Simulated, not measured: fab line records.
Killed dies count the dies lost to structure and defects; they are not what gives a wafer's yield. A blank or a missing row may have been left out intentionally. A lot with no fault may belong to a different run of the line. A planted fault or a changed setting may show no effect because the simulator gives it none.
fab line records	flow n5_finfet
record lots=7	wafers=21
route steps=1938 shown BEOL_M0_SAQP@641 BEOL_M0@715 BEOL_M2@857 BEOL_M4@1090
start_h: hours from the record's opening day to when the first of the lot's shown wafers began	wait_h: hours elapsed since this lot's preceding step	" the same as in the row above	L1.1+2: a row that stands for several wafers	- either no value or no given start	* or withheld: withheld	< > ~ a bound
route shown NAME@n: NAME is a module with steps in the file, n the number in the route of the first one	usual: mean/standard deviation of fault-free wafers	same: alike in all rows	chamber/n: place in a boat	sites: the reading at each site	_std_site: the standard deviation of these	_edge_site: inner sites' mean taken away from outer sites' mean	radius_mm: how far each site lies from the wafer's centre	mask NAME#n: copy n	behind: tool/chamber where the wafer was last shaped	hold: why the lot was held/for how many hours/how that ended	device: the transistor (n, p or np) that didn't switch	end of line: the tests these same wafers got at the end of their route	a step with no rows: only its recipe	killed: dies that structure and defects cost at the first sort, which is not the same as the wafer's yield	map: per-die view of a wafer (x killed, . not killed, _ where there is no die)
set.NAME: the setting as run; set.NAME@STEP: as run at that earlier step	model.NAME: the simulator's own value behind a step, which no gauge read
lots whose settings were changed on purpose; a table a step, a row a wafer
## steps
# step N5_BEOL_M0_SAQP_COAT_81
# recipe resist=SOC	temp_c=250	time_s=60	spin_rpm=1500	resist_thk_nm=100
lot.wafer	tool	chamber	start_h	wait_h	set.spin_rpm	model.SOC_of_BEOL_M0_SAQP_COAT_81.thk_nm
L077.2	litho_track-03	0	126.56	0.1	1365	104.8
L077.3+5	"	0	"	"	1500	99.6
L078.2+5	litho_track-02	0	132.25	0.1	1334	106.6
L078.3	"	0	"	"	1500	101
L079.3	litho_track-04	0	138.62	0.1	1500	99.6
L079.4+6	"	0	"	"	1500	99.4
L080.2+3	litho_track-02	0	146.64	0.1	1500	100.2
L080.4	"	0	"	"	1500	100
L086.1	litho_track-02	0	181.20	0.1	1500	100.4
L086.2+3	"	0	"	"	1500	100.2
L090.3	litho_track-02	0	203.97	0.1	1344	106.6
L090.5	"	0	"	"	1344	106.4
L090.6	"	0	"	"	1500	101
L091.1+4+6	litho_track-04	0	212.50	0.1	1382	104.4
# step N5_BEOL_M0_SAQP_COAT_82
# recipe resist=SiARC	temp_c=220	time_s=60	spin_rpm=1500	resist_thk_nm=30
# step N5_BEOL_M0_SAQP_COAT_08
# recipe resist=CAR-ArF	spin_rpm=1500	resist_thk_nm=90
# step N5_BEOL_M0_SAQP_DESCUM_19
# recipe chemistry=O2	time_s=7.9	source_power_w=50	bias_power_w=20	pressure_mtorr=20	rf_frequency_hz=2.712e+07	temp_c=40	resist=CAR-ArF	o2_flow_sccm=225
# step N5_BEOL_M0_SAQP_ETCH_83
# recipe chemistry=CF4	target=SiARC	target_depth_a=390	mask_material=CAR-ArF	time_s=65	ion_energy_ev=80	pressure_mtorr=40	source_w=545	bias_w=36	Ar_flow_sccm=100	cf4_flow_sccm=100	ends=cleared
# step N5_BEOL_M0_SAQP_ETCH_84
# recipe chemistry=N2/H2	target=SOC	target_depth_a=1000	overetch_a=200	mask_material=SiARC	temp_c=40	time_s=150	ion_energy_ev=200	pressure_mtorr=30	source_w=840	bias_w=150	n2_flow_sccm=200	h2_flow_sccm=200
lot.wafer	tool	chamber	start_h	wait_h	set.spin_rpm@BEOL_M0_SAQP_COAT_81	model.etch.depth_nm
L077.2	rie_diel-04	0	127.00	0.0	1365	104.7
L077.3	"	3	"	"	1500	99.64
L077.5	"	1	"	"	1500	99.6
L078.2	rie_diel-06	1	133.02	0.0	1334	106.6
L078.3	"	0	"	"	1500	100.9
L078.5	"	3	"	"	1334	106.5
L079.3	rie_diel-04	0	139.34	0.0	1500	99.6
L079.4	"	1	"	"	1500	99.49
L079.6	"	3	"	"	1500	99.39
L080.2	rie_diel-06	3	147.11	0.0	1500	100.3
L080.3	"	1	"	"	1500	100.2
L080.4	"	0	"	"	1500	99.99
L086.1	rie_diel-06	3	181.74	0.0	1500	100.4
L086.2	"	0	"	"	1500	100.3
L086.3	"	2	"	"	1500	100.2
L090.3	rie_diel-02	0	204.51	0.0	1344	106.6
L090.5	"	2	"	"	1344	106.4
L090.6	"	3	"	"	1500	101
L091.1+6	rie_diel-02	1	212.92	0.0	1382	104.4
L091.4	"	0	"	"	1382	104.3
# step N5_BEOL_M0_SAQP_STRIP_80
# recipe chemistry=N2/H2	temp_c=40	n2_flow_sccm=200	h2_flow_sccm=200	rf_frequency_hz=6e+07
# step N5_BEOL_M0_SAQP_HM_OPEN_112
# recipe chemistry=CHF3/O2	target=SiO2	stop_on=a-Si	target_depth_a=120	over_etch_frac=1.25	mask_material=SOC	time_s=13.5	pressure_mtorr=30	source_w=650	bias_w=170	Ar_flow_sccm=200	CHF3_flow_sccm=50	O2_flow_sccm=5	ion_energy_ev=200	ends=end_point
# step N5_BEOL_M0_SAQP_STRIP_113
# recipe chemistry=CHF3/O2	resist=SiARC	rf_frequency_hz=6e+07
# step N5_BEOL_M0_SAQP_MANDREL_ETCH_20
# recipe target_depth_a=600	chemistry=HBr/Cl2	target=a-Si	stop_on=SiNx	bt_time_s=10	mask_material=SOC	over_etch_frac=0.5	time_s=30	pressure_mtorr=10	icp_w=800	bias_w=75	HBr_flow_sccm=150	Cl2_flow_sccm=80	ends=end_point
lot.wafer	tool	chamber	start_h	wait_h	set.spin_rpm@BEOL_M0_SAQP_COAT_81	model.SOC_of_BEOL_M0_SAQP_COAT_81.thk_nm
L077.2	rie_si-06	3	127.19	0.0	1365	80.4
L077.3	"	2	"	"	1500	75.6
L077.5	"	1	"	"	1500	75.8
L078.2+5	rie_si-01	3	133.21	0.0	1334	82.8
L078.3	"	2	"	"	1500	77
L079.3+4	rie_si-06	1,0	139.53	0.0	1500	75.4
L079.6	"	3	"	"	1500	74.8
L080.2	rie_si-06	0	147.30	0.0	1500	76.4
L080.3	"	3	"	"	1500	76
L080.4	"	1	"	"	1500	76.6
L086.1	rie_si-01	0	181.93	0.0	1500	76.6
L086.2	"	3	"	"	1500	76.8
L086.3	"	1	"	"	1500	75.8
L090.3+5	rie_si-02	0,2	204.70	0.0	1344	81.6
L090.6	"	3	"	"	1500	75.4
L091.1+4	rie_si-01	0,2	213.11	0.0	1382	80.6
L091.6	"	3	"	"	1382	81
# step N5_BEOL_M0_SAQP_STRIP_86
# recipe chemistry=N2/H2	power_w=500	temp_c=40	pressure_mtorr=50	rf_frequency_hz=6e+07	overash_fraction=0.3	bias_power_w=28	h2_frac=0.5	n2_flow_sccm=300	h2_flow_sccm=300
# step N5_BEOL_M0_SAQP_STRIP_115
# recipe chemistry=post_etch_residue_remover	time_s=60	temp_c=25	remover_ph=withheld	remover_water_wt_pct=withheld	remover_fluoride_wt_pct=withheld
# step N5_BEOL_M0_SAQP_ETCH_101
# recipe chemistry=CH3F/O2	target=SiNx	mask_material=SiO2	target_depth_a=299	time_s=42.7	pressure_mtorr=30	source_w=395	bias_w=73	Ar_flow_sccm=150	CH3F_flow_sccm=30	O2_flow_sccm=20	ion_energy_ev=120
# step N5_BEOL_M0_SAQP_ETCH_102
# recipe chemistry=CF4	target=SiO2	target_depth_a=40	ion_energy_ev=350	time_s=4.4	pressure_mtorr=10	icp_w=800	bias_w=400	cf4_flow_sccm=80
# step N5_BEOL_M0_SAQP_MANDREL_ETCH_103
# recipe chemistry=HBr/Cl2	target=a-Si	target_depth_a=450	bt_time_s=10	stop_on=SiCN	mask_material=SiO2	over_etch_frac=0.8	time_s=27	pressure_mtorr=10	icp_w=800	bias_w=75	HBr_flow_sccm=150	Cl2_flow_sccm=80	ends=end_point
lot.wafer	tool	chamber	start_h	wait_h	set.time_s@BEOL_M0_SAQP_PECVD_96	model.etch.depth_nm
L077.2	rie_si-06	0	128.69	0.0	40.14	40.15
L077.3	"	2	"	"	45.2	45.3
L077.5	"	0	"	"	40.14	39.83
L078.2	rie_si-02	2	134.72	0.0	45.2	44.15
L078.3	"	3	"	"	45.2	44.07
L078.5	"	2	"	"	45.2	44.64
L079.3	rie_si-01	0	141.00	0.0	45.2	44.21
L079.4	"	3	"	"	45.2	44.72
L079.6	"	1	"	"	45.2	44.79
L080.2	rie_si-06	2	150.86	0.0	40.84	41.29
L080.3	"	1	"	"	45.2	44.79
L080.4	"	0	"	"	45.2	46.2
L086.1	rie_si-06	2	184.08	0.0	49.54	50.03
L086.2	"	0	"	"	49.54	49.75
L086.3	"	1	"	"	45.2	45.26
L090.3	rie_si-06	0	206.33	0.0	47.03	47.27
L090.5	"	2	"	"	47.03	46.94
L090.6	"	3	"	"	47.03	47.93
L091.1	rie_si-02	1	214.81	0.0	46.9	46.89
L091.4	"	2	"	"	45.2	46.05
L091.6	"	0	"	"	45.2	46.34
# step N5_BEOL_M0_SAQP_RECESS_104
# recipe chemistry=HF/NH3	target=SiO2	target_depth_a=180	afs_cycles=3	temp_c=30	sublimation_temp_c=180	sublimation_time_s=60
# step N5_BEOL_M0_SAQP_COAT_105
# recipe resist=SOC	temp_c=250	time_s=60	spin_rpm=1500	resist_thk_nm=100
# step N5_BEOL_M0_SAQP_RECESS_109
# recipe chemistry=HF/NH3	target=SiO2	target_depth_a=30	afs_cycles=1	temp_c=30	sublimation_temp_c=180	sublimation_time_s=60
# step N5_BEOL_M0_SAQP_SPACER2_ALD_26
# recipe material=SiO2	target_thk_a=150	temp_c=300	ald_precursor_family=BDEAS	ald_co_reactant=O2-plasma	pulse_time_s=1	purge_time_s=2	co_reactant_purge_time_s=2	pressure_torr=2
# step N5_BEOL_M0_SAQP_SPACER2_ETCHBACK_27
# recipe chemistry=CHF3/O2	mode=anisotropic_etchback	target=SiO2	target_depth_a=225	time_s=11.25	pressure_mtorr=30	source_w=650	bias_w=170	Ar_flow_sccm=200	CHF3_flow_sccm=50	O2_flow_sccm=5	ion_energy_ev=200
lot.wafer	tool	chamber	start_h	wait_h	set.time_s@BEOL_M0_SAQP_PECVD_96	model.a-Si_of_BEOL_M0_SAQP_PECVD_96.thk_nm
L077.2	rie_diel-02	3	130.08	0.3	40.14	38
L077.3	"	2	"	"	45.2	43.2
L077.5	"	3	"	"	40.14	37.8
L078.2	rie_diel-02	3	136.25	0.3	45.2	42
L078.3	"	2	"	"	45.2	41.8
L078.5	"	3	"	"	45.2	42.6
L079.3	rie_diel-04	3	142.38	0.3	45.2	42
L079.4+6	"	1,3	"	"	45.2	42.6
L080.2	rie_diel-02	3	152.34	0.3	40.84	39.2
L080.3	"	1	"	"	45.2	42.6
L080.4	"	2	"	"	45.2	44
L086.1	rie_diel-02	2	186.90	0.3	49.54	47.8
L086.2	"	0	"	"	49.54	47.4
L086.3	"	1	"	"	45.2	43
L090.3	rie_diel-04	2	207.80	0.3	47.03	45.2
L090.5	"	0	"	"	47.03	44.8
L090.6	"	1	"	"	47.03	45.8
L091.1	rie_diel-02	0	216.23	0.3	46.9	44.6
L091.4	"	1	"	"	45.2	43.8
L091.6	"	1	"	"	45.2	44.2
# step N5_BEOL_M0_ETCH_138
# recipe chemistry=CH3F/O2	target_depth_a=120	target=SiCN	time_s=31.6	ion_energy_ev=120	pressure_mtorr=30	source_w=395	bias_w=75	Ar_flow_sccm=150	CH3F_flow_sccm=30	O2_flow_sccm=20	ends=cleared
# usual rf_vpp_V=297.5/1.6
lot.wafer	tool	chamber	start_h	wait_h	set.bias_w	rf_vpp_V
L077.2	rie_diel-03	2	132.20	0.0	75	298.2
L077.3	"	3	"	"	75	296.8
L077.5	"	2	"	"	75	295.9
L078.2	rie_diel-01	0	138.67	0.0	68.98	284.0
L078.3	"	1	"	"	68.98	282.8
L078.5	"	2	"	"	75	299.2
L079.3	rie_diel-05	0	144.61	0.0	75	298.2
L079.4	"	2	"	"	75	295.6
L079.6	"	2	"	"	75	295.7
L080.2	rie_diel-05	0	154.72	0.0	75	297.4
L080.3	"	2	"	"	62.88	263.5
L080.4	"	1	"	"	62.88	264.4
L086.1	rie_diel-03	3	189.14	0.0	75	296.2
L086.2	"	0	"	"	75	298.7
L086.3	"	1	"	"	75	297.4
L090.3	rie_diel-03	2	210.02	0.0	79.68	307.3
L090.5	"	2	"	"	75	295.7
L090.6	"	3	"	"	79.68	307.5
L091.1	rie_diel-05	1	218.73	0.0	75	296.1
L091.4	"	3	"	"	82.25	315.3
L091.6	"	1	"	"	75	296.4
# step N5_BEOL_M0_ETCH_109
# recipe chemistry=CH3F/O2	target_depth_a=80	overetch_a=24	target=SiCN	time_s=27.4	ion_energy_ev=120	pressure_mtorr=30	source_w=395	bias_w=75	Ar_flow_sccm=150	CH3F_flow_sccm=30	O2_flow_sccm=20
# usual rf_vpp_V=297.4/1.6
lot.wafer	tool	chamber	start_h	wait_h	set.bias_w	rf_vpp_V
L077.2	rie_diel-01	1	132.88	0.0	75	298.4
L077.3	"	3	"	"	75	295.6
L077.5	"	1	"	"	75	297.8
L078.2	rie_diel-05	0	139.47	0.0	83.24	316.0
L078.3	"	3	"	"	75	300.2
L078.5	"	1	"	"	75	298.0
L079.3	rie_diel-03	2	147.49	0.0	75	298.2
L079.4	"	1	"	"	75	295.8
L079.6	"	0	"	"	75	299.0
L080.2	rie_diel-01	2	155.49	0.0	75	300.4
L080.3	"	0	"	"	75	299.7
L080.4	"	3	"	"	75	296.4
L086.1	rie_diel-05	0	189.83	0.0	75	296.4
L086.2	"	2	"	"	75	297.3
L086.3	"	3	"	"	75	299.5
L090.3	rie_diel-03	1	212.68	0.0	75	297.0
L090.5	"	3	"	"	67.9	278.0
L090.6	"	2	"	"	75	296.9
L091.1	rie_diel-05	3	222.16	0.5	75	299.3
L091.4	"	1	"	"	75	298.1
L091.6	"	1	"	"	84.39	320.8
# step N5_BEOL_M2_DESCUM_16
# recipe chemistry=O2	time_s=7	source_power_w=50	bias_power_w=20	pressure_mtorr=20	rf_frequency_hz=2.712e+07	temp_c=40	resist=CAR-EUV	o2_flow_sccm=225
lot.wafer	tool	chamber	start_h	wait_h	set.time_s	model.CAR-EUV_of_BEOL_M2_COAT_05.thk_nm
L077.2+5	rie_diel-01	0	153.62	0.0	7	26.2
L077.3	"	2	"	"	7	26
L078.2+5	rie_diel-01	3,1	160.73	0.0	6.316	26.4
L078.3	"	2	"	"	6.316	26.2
L079.3	rie_diel-05	1	163.44	0.0	7	26
L079.4+6	"	3,2	"	"	7	25.8
L080.2	rie_diel-03	3	169.48	0.0	5.959	26.6
L080.3	"	2	"	"	5.959	26.4
L080.4	"	0	"	"	7	26.2
L086.1+3	rie_diel-05	1,2	208.86	0.1	7	26
L086.2	"	0	"	"	6.324	26.4
L090.3+5	rie_diel-03	2,1	226.41	0.0	7	26
L090.6	"	0	"	"	5.484	26.8
L091.1+6	rie_diel-03	3	241.39	0.1	7	26
L091.4	"	2	"	"	7	26.2
# step N5_BEOL_M2_DESCUM_33
# recipe chemistry=O2	time_s=7	source_power_w=50	bias_power_w=20	pressure_mtorr=20	rf_frequency_hz=2.712e+07	temp_c=40	resist=CAR-EUV	o2_flow_sccm=225
lot.wafer	tool	chamber	start_h	wait_h	set.time_s	model.CAR-EUV_of_BEOL_M2_COAT_22.thk_nm
L077.2	rie_diel-05	2	154.80	0.2	7	26
L077.3	"	1	"	"	7.524	25.6
L077.5	"	3	"	"	7	25.8
L078.2+5	rie_diel-01	1,0	161.73	0.0	7.812	25.6
L078.3	"	2	"	"	7	25.8
L079.3+4+6	rie_diel-05	1,2,0	164.51	0.2	7	26.2
L080.2+4	rie_diel-05	2,0	170.40	0.1	7	26
L080.3	"	3	"	"	7	25.8
L086.1	rie_diel-05	2	209.88	0.0	7	26
L086.2	"	0	"	"	8.258	25.6
L086.3	"	1	"	"	7	26.2
L090.3+5+6	rie_diel-03	2,1,2	227.87	0.4	5.872	26.6
L091.1	rie_diel-01	1	242.43	0.1	7	25.8
L091.4	"	0	"	"	7	26
L091.6	"	0	"	"	8.233	25.4
# step N5_BEOL_M2_ETCH_77
# recipe chemistry=N2/H2	target=underlayer	target_depth_a=65	mask_material=CAR-EUV	time_s=5.2	ion_energy_ev=200	pressure_mtorr=30	source_w=840	bias_w=150	n2_flow_sccm=200	h2_flow_sccm=200	ends=cleared
lot.wafer	tool	chamber	start_h	wait_h	set.time_s@BEOL_M2_DESCUM_33	model.CAR-EUV_of_BEOL_M2_COAT_22.thk_nm
L077.2+5	rie_diel-05	2,3	154.84	0.0	7	20.2
L077.3	"	1	"	"	7.524	20
L078.2+5	rie_diel-01	1,0	161.77	0.0	7.812	19.8
L078.3	"	2	"	"	7	20.2
L079.3+4+6	rie_diel-05	1,2,0	164.55	0.0	7	20.4
L080.2+4	rie_diel-05	2,0	170.43	0.0	7	20.2
L080.3	"	3	"	"	7	20
L086.1	rie_diel-05	2	209.91	0.0	7	20.2
L086.2	"	0	"	"	8.258	19.8
L086.3	"	1	"	"	7	20.4
L090.3	rie_diel-03	2	227.91	0.0	5.872	21
L090.5+6	"	1,2	"	"	5.872	20.8
L091.1+4	rie_diel-01	1,0	242.47	0.0	7	20.2
L091.6	"	0	"	"	8.233	19.6
# step N5_BEOL_M2_ETCH_69
# recipe chemistry=CF4	target=SiARC	target_depth_a=156	mask_material=CAR-EUV	time_s=26	ion_energy_ev=80	pressure_mtorr=40	source_w=545	bias_w=36	Ar_flow_sccm=100	cf4_flow_sccm=100	ends=cleared
lot.wafer	tool	chamber	start_h	wait_h	set.time_s@BEOL_M2_DESCUM_33	model.CAR-EUV_of_BEOL_M2_COAT_22.thk_nm
L077.2+5	rie_diel-05	2,3	154.85	0.0	7	11
L077.3	"	1	"	"	7.524	10.8
L078.2	rie_diel-01	1	161.79	0.0	7.812	10.8
L078.3	"	2	"	"	7	11
L078.5	"	0	"	"	7.812	10.6
L079.3+4+6	rie_diel-05	1,2,0	164.57	0.0	7	11.2
L080.2+4	rie_diel-05	2,0	170.45	0.0	7	11
L080.3	"	3	"	"	7	10.8
L086.1	rie_diel-05	2	209.93	0.0	7	11
L086.2	"	0	"	"	8.258	10.6
L086.3	"	1	"	"	7	11.2
L090.3+5+6	rie_diel-03	2,1,2	227.92	0.0	5.872	11.6
L091.1+4	rie_diel-01	1,0	242.49	0.0	7	11
L091.6	"	0	"	"	8.233	10.4
# step N5_BEOL_M2_ALD_98
# recipe material=SiO2	target_thk_a=25	temp_c=100	ald_precursor_family=BDEAS	ald_co_reactant=O2-plasma	pulse_time_s=1	co_reactant_pulse_time_s=1	purge_time_s=2	co_reactant_purge_time_s=2	ald_cycles=17	pressure_torr=2
# step N5_BEOL_M2_ETCHBACK_99
# recipe chemistry=CHF3	target=SiO2	target_depth_a=50	time_s=10.4	source_w=215	bias_w=47	Ar_flow_sccm=200	CHF3_flow_sccm=12	ion_energy_ev=100	pressure_mtorr=30
lot.wafer	tool	chamber	start_h	wait_h	set.time_s@BEOL_M2_DESCUM_33	model.CAR-EUV_of_BEOL_M2_COAT_22.thk_nm
L077.2+5	rie_diel-03	3,2	159.03	3.8	7	10.2
L077.3	"	1	"	"	7.524	10
L078.2+5	rie_diel-01	2,0	162.59	0.7	7.812	10
L078.3	"	3	"	"	7	10.2
L079.3	rie_diel-01	1	165.71	1.0	7	10.6
L079.4+6	"	2,0	"	"	7	10.4
L080.2+4	rie_diel-01	0	174.09	3.5	7	10.4
L080.3	"	2	"	"	7	10.2
L086.1+3	rie_diel-05	2,3	213.70	3.6	7	10.4
L086.2	"	0	"	"	8.258	9.8
L090.3+5+6	rie_diel-03	1,2,3	232.98	4.6	5.872	11
L091.1+4	rie_diel-01	3,1	243.06	0.4	7	10.2
L091.6	"	3	"	"	8.233	9.8
# step N5_BEOL_M4_SPUTTER_86
# recipe material=Cu	target_thk_a=45	temp_c=-20	chamber_pressure_pa=0.07	power_w=withheld	time_s=8.29
lot.wafer	tool	chamber	start_h	wait_h	set.time_s	model.Cu_of_BEOL_M4_SPUTTER_86.thk_nm
L077.2	pvd_sputter-01	-	188.39	0.1	8.29	4.4
L077.3	"	-	"	"	9.081	4.8
L077.5	"	-	"	"	9.081	-
L078.2	pvd_sputter-03	-	191.43	0.1	7.423	4
L078.3+5	"	-	"	"	8.29	4.6
L080.2+4	pvd_sputter-01	-	197.96	0.1	8.29	4.4
L080.3	"	-	"	"	8.29	4.6
L079.3+4	pvd_sputter-02	-	198.99	0.1	8.29	4.6
L079.6	"	-	"	"	8.29	4.4
L086.1+2+3	pvd_sputter-03	-	245.79	0.1	8.29	4.6
L090.3	pvd_sputter-02	-	280.69	0.1	9.258	-
L090.5	"	-	"	"	8.29	4.2
L090.6	"	-	"	"	9.258	5.2
L091.1	pvd_sputter-01	-	280.89	0.1	7.492	4.2
L091.4	"	-	"	"	7.492	-
L091.6	"	-	"	"	8.29	4.4
## key
split step=N5_BEOL_M0_SAQP_COAT_81	setting=spin_rpm	stated=1500	by=wafer
response step=N5_BEOL_M0_SAQP_COAT_81	reading=model.SOC_of_BEOL_M0_SAQP_COAT_81.thk_nm	change=-0.533	per=1%	r=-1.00
response step=N5_BEOL_M0_SAQP_ETCH_84	reading=model.etch.depth_nm	change=-0.53	per=1%	r=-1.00
response step=N5_BEOL_M0_SAQP_MANDREL_ETCH_20	reading=model.SOC_of_BEOL_M0_SAQP_COAT_81.thk_nm	change=-0.549	per=1%	r=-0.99
split step=N5_BEOL_M0_ETCH_138	setting=bias_w	stated=75	by=wafer
response step=N5_BEOL_M0_ETCH_138	reading=rf_vpp_V	change=+2.02	per=1%	r=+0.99
split step=N5_BEOL_M0_ETCH_109	setting=bias_w	stated=75	by=wafer
response step=N5_BEOL_M0_ETCH_109	reading=rf_vpp_V	change=+1.75	per=1%	r=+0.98
split step=N5_BEOL_M2_DESCUM_16	setting=time_s	stated=7	by=wafer
response step=N5_BEOL_M2_DESCUM_16	reading=model.CAR-EUV_of_BEOL_M2_COAT_05.thk_nm	change=-0.0327	per=1%	r=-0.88
split step=N5_BEOL_M2_DESCUM_33	setting=time_s	stated=7	by=wafer
response step=N5_BEOL_M2_DESCUM_33	reading=model.CAR-EUV_of_BEOL_M2_COAT_22.thk_nm	change=-0.0271	per=1%	r=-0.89
response step=N5_BEOL_M2_ETCH_77	reading=model.CAR-EUV_of_BEOL_M2_COAT_22.thk_nm	change=-0.0312	per=1%	r=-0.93
response step=N5_BEOL_M2_ETCH_69	reading=model.CAR-EUV_of_BEOL_M2_COAT_22.thk_nm	change=-0.0298	per=1%	r=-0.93
response step=N5_BEOL_M2_ETCHBACK_99	reading=model.CAR-EUV_of_BEOL_M2_COAT_22.thk_nm	change=-0.0263	per=1%	r=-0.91
split step=N5_BEOL_M4_SPUTTER_86	setting=time_s	stated=8.29	by=wafer
response step=N5_BEOL_M4_SPUTTER_86	reading=model.Cu_of_BEOL_M4_SPUTTER_86.thk_nm	change=+0.0553	per=1%	r=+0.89
split outside_this_file step=N5_BEOL_M0_SAQP_PECVD_96 setting=time_s
# split outside_this_file: this setting was split too, and the file shows its column; the key of that split is in another file
